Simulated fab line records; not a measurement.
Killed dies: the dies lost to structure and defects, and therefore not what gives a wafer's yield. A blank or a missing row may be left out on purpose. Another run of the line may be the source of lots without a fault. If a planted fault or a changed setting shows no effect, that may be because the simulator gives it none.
Comparing a struck lot with a sound one | flow nand_harc | 15 out of 1302 route steps
Sound: these wafers, L376.1, L376.4, L376.5. Wafers struck: L381.2, L381.3, L381.5. At the end, the cause is stated.
For every step that has rows: the tool of each side, followed by ch and its chambers, followed by its first start. Under that, the readings that differ: sound wafers | struck wafers | difference of the means | sigmas: that difference in standard deviations of wafers without a fault.
alike: readings with means less than 2 such deviations apart, plus words and numbers identical on both sides. not compared: withheld readings, readings lacking a value on some wafer, bounds such as >300 that could conceal the same value, and numbers that have no deviation in the record and whose values overlap.
A row with sigmas, a row that says differs or no value, or rows on one side alone: a step with any of these is where the two part. Numbers that don't overlap but have no deviation are shown without sigmas and don't part them. A reading missing from all wafers of one side parts the sides only when that side holds two or more wafers.

first, 2 steps without rows for these wafers: NHARC_A_CHANNEL_HOLE_D2_STRIP_42 (strips in CF4/CHF3); NHARC_A_CHANNEL_HOLE_D2_STRIP_43 (strips in O2/COS).
NHARC_A_CHANNEL_HOLE_D2_ETCH_44: etches the open film in CF4/O2, target depth 140 nm, overetch 14 nm, time 77 s.
  sound on rie_diel-12 ch 0,1,3, day 15 07:19; struck on rie_diel-12 ch 0,2, day 17 11:05
  alike: bias_w, drypump_motor_current_A, mfc_ar_sccm, o2_flow_sccm, oes_product_au, rf_vpp_V, showerhead_plenum_p_Torr, throttle_valve_pct
  not compared: rf_hours_counter_h
NHARC_A_CHANNEL_HOLE_D2_STRIP_28: strips in O2.
  sound: rie_diel-12 ch 1,2; struck: rie_diel-12 ch 0,2,3
  alike: drypump_motor_current_A, mfc_ar_sccm, o2_flow_sccm, oes_product_au, rf_vpp_V, showerhead_plenum_p_Torr, throttle_valve_pct
  not compared: rf_hours_counter_h
then, 2 steps without rows for these wafers: NHARC_A_CHANNEL_HOLE_D2_PRECLEAN_29 (cleans in SC1); NHARC_A_CHANNEL_HOLE_D2_SRD_30.
NHARC_A_CHANNEL_HOLE_D2_CD_MEAS_31:
  sound: cd_sem-03 at day 15 08:05; struck: cd_sem-01 at day 17 11:53
  alike: cd_nm
NHARC_A_CHANNEL_HOLE_D2_XSEM_32:
  sound on xsem-01 ch 0, day 15 08:11; struck on xsem-01 ch 0, day 17 11:58
  alike: bot_cd_nm, bow_nm, tilt_deg
NHARC_A_CHANNEL_HOLE_D2_INSPECT_40:
  sound: defect_inspect-02 at day 15 08:17; struck: defect_inspect-02 at day 17 12:04
  alike: raw_defect_count
then, 2 steps without rows for these wafers: NHARC_A_CHANNEL_FILL_D2_PRECLEAN_00 (cleans in SC1); NHARC_A_CHANNEL_FILL_D2_SRD_01.
NHARC_A_CHANNEL_FILL_D2_ALD_02: deposits SiO2, target thk 6 nm, pulse time 10 s, ald cycles 60.
  sound on ald_hk-03 ch 0,1,2, day 15 08:28; struck on ald_hk-01 ch 1,2,3, day 17 12:39
  reading              | sound                | struck | difference                    | sigmas
  susceptor_temp_C (C) | 299.68 300.44 299.94 | - - -  | no value on the struck wafers |
  alike: heater_power_outer_w, heater_power_w, precursor_pulse_height_rel
NHARC_A_CHANNEL_FILL_D2_ALD_03: deposits SiNx, target thk 6 nm, pulse time 60 s, ald cycles 58.
  sound on ald_sin_batch-03 ch 0, day 15 11:55; struck on ald_sin_batch-03 ch 0, day 17 15:58
  reading              | sound                | struck               | difference | sigmas
  susceptor_temp_C (C) | 630.18 630.13 630.11 | 607.88 607.44 607.48 | -22.54     | -83
  alike: precursor_pulse_height_rel
NHARC_A_CHANNEL_FILL_D2_ALD_14: deposits SiO2, target thk 2.5 nm, pulse time 10 s, ald cycles 25.
  sound on ald_hk-01 ch 0,1, day 15 15:32; struck on ald_hk-02 ch 0,2,3, day 17 19:31
  alike: heater_power_outer_w, heater_power_w, precursor_pulse_height_rel, susceptor_temp_C
-- record jumps: 11 days between struck wafers' starts before vs after; left off in module A_CHANNEL_FILL_D2, resumes in module END, first step shown is number 1302 of the route --
NHARC_END_SORT_01:
  at this point the record logs the struck wafers (prober-02 ch 0, day 28 07:37) and has no rows for the sound ones

== WHERE THEY PART ==
At NHARC_A_CHANNEL_FILL_D2_ALD_02 first; at NHARC_END_SORT_01 last (within this record only).

WHY: what the simulator had put in
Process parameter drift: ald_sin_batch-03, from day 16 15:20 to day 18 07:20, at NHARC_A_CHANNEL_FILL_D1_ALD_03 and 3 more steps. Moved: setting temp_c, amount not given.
